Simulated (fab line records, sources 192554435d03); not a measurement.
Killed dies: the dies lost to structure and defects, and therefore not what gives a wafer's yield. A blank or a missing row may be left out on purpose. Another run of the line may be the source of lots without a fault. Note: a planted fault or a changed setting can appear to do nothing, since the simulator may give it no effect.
Chamber matching | flow n5 finfet | N5_FIN_SAQP_ETCH_51 on rie diel-01: 4 sister chambers
The step etches SiARC in CF4, target depth 45.5 nm, time 75.8 s. 4 wafers are shown with their chamber, then 11 later ones without.

## WAFERS WITH THEIR CHAMBER
wafer  | chamber | drypump motor current A (A)
L088.5 | 1       | 6.1
L090.4 | 2       | 5.9
L090.5 | 0       | 6.0
L092.2 | 3       | 5.3

## WAFERS WHOSE CHAMBER IS MISSING
wafer  | drypump motor current A (A)
L092.3 | 5.9
L092.6 | 5.9
L093.2 | 5.3
L093.5 | 5.4
L093.6 | 5.9
L094.2 | 6.0
L094.3 | 6.0
L094.4 | 5.3
L095.3 | 6.0
L095.5 | 6.0
L095.6 | 6.1

## CHAMBER TAKEN BY EACH
wafer  | from the rows above | in truth
L092.3 | 2                   | 2
L092.6 | 2                   | 2
L093.2 | 3                   | 3
L093.5 | 3                   | 3
L093.6 | 2                   | 2
L094.2 | 0                   | 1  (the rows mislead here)
L094.3 | 0                   | 0
L094.4 | 3                   | 3
L095.3 | 0                   | 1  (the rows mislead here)
L095.5 | 0                   | 0
L095.6 | 1                   | 1
Correct placement for 9 of the 11. Not placeable from these rows: 0. Number placed wrongly: 2.
How it was worked out, from the rows above alone: a wafer's distance from a chamber is the root of the sum, over the readings, of the square of ((its reading less the chamber's mean) divided by the reading's scatter). If the next closest chamber is less than 2 further off than the closest, the wafer can't be placed; otherwise it belongs to the closest. The mean given for a chamber averages the wafers shown for that chamber. The scatter: with one shown wafer a chamber, the root of the mean of the squares of how far each hidden wafer lies from its nearest shown one.
